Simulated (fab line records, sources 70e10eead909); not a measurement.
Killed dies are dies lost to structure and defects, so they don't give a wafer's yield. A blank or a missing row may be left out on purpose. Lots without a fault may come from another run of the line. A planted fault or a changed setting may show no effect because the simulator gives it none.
A struck lot beside a sound one | flow nand_harc | 13 steps out of a route of 1302
Sound: wafers L441.1, L441.2, L441.6. Struck: wafers L443.1, L443.2, L443.4. The cause comes at the end.
At each step with rows: each side's tool, then ch and its chambers, then its first start. Under that, the readings that differ: sound wafers | struck wafers | difference of the means | sigmas: that difference in standard deviations of wafers without a fault.
alike: readings whose means differ by less than 2 such deviations, and words and numbers that are the same on both sides. not compared: withheld readings, readings that some wafer has no value for, bounds like >300 that may hide the same value, and numbers for which the record gives no deviation and whose values overlap.
The two part at a step that has a row with sigmas, a row that says differs or no value, or rows on one side only. Numbers that don't overlap but have no deviation are shown without sigmas and don't part them. A reading that every wafer of one side lacks parts them only if that side has two wafers or more.

NHARC_A_ONON_D1_THK_MEAS_34: measures by ellipsometry.
  sound on film_metro-01, day 12 00:32; struck on film_metro-01, day 13 02:46
  alike: thk_nm
NHARC_A_ONON_D1_INSPECT_32:
  sound on defect_inspect-01, day 12 00:36; struck on defect_inspect-02, day 13 02:50
  alike: raw_defect_count
NHARC_A_CHANNEL_HOLE_D1_DEP_00: deposits aC, target thk 3100 nm.
  sound on acl_dep-01 ch 0, day 12 00:52; struck on acl_dep-03 ch 0, day 13 04:15
  alike: throttle_valve_pct
NHARC_A_CHANNEL_HOLE_D1_DEP_01: deposits SiON, target thk 140 nm.
  sound on pecvd-03 ch 0,1,2, day 12 02:46; struck on pecvd-04 ch 0,2, day 13 06:14
  alike: heater_power_w
  not compared: since_wet_clean_h
then, 7 steps without rows for these wafers: NHARC_A_CHANNEL_HOLE_D1_DEHYDRATE_02 (time 120 s); NHARC_A_CHANNEL_HOLE_D1_HMDS_03 (time 30 s); NHARC_A_CHANNEL_HOLE_D1_COAT_36 (time 75 s); NHARC_A_CHANNEL_HOLE_D1_COAT_37 (time 65 s); NHARC_A_CHANNEL_HOLE_D1_COAT_04 (resist thk 90 nm); NHARC_A_CHANNEL_HOLE_D1_SOFTBAKE_05 (time 55 s); NHARC_A_CHANNEL_HOLE_D1_EBR_06.
NHARC_A_CHANNEL_HOLE_D1_EXPOSE_07: exposes mask HOLE D1, target cd 100 nm.
  sound on arfi_scanner-02 ch 0, day 12 03:13; struck on arfi_scanner-03, day 13 06:47
  no value came back on the struck wafers for exposure_dose_mJ_cm2, focus_offset_nm (nm); on the sound wafers exposure_dose_mJ_cm2 reads 59.76 59.64 59.62
  alike: mask
then, 1 step without rows for these wafers: NHARC_A_CHANNEL_HOLE_D1_PEB_08 (peb time 65 s).

WHERE THEY PART
Only at NHARC_A_CHANNEL_HOLE_D1_EXPOSE_07, within this record.

WHY: what the simulator had put in
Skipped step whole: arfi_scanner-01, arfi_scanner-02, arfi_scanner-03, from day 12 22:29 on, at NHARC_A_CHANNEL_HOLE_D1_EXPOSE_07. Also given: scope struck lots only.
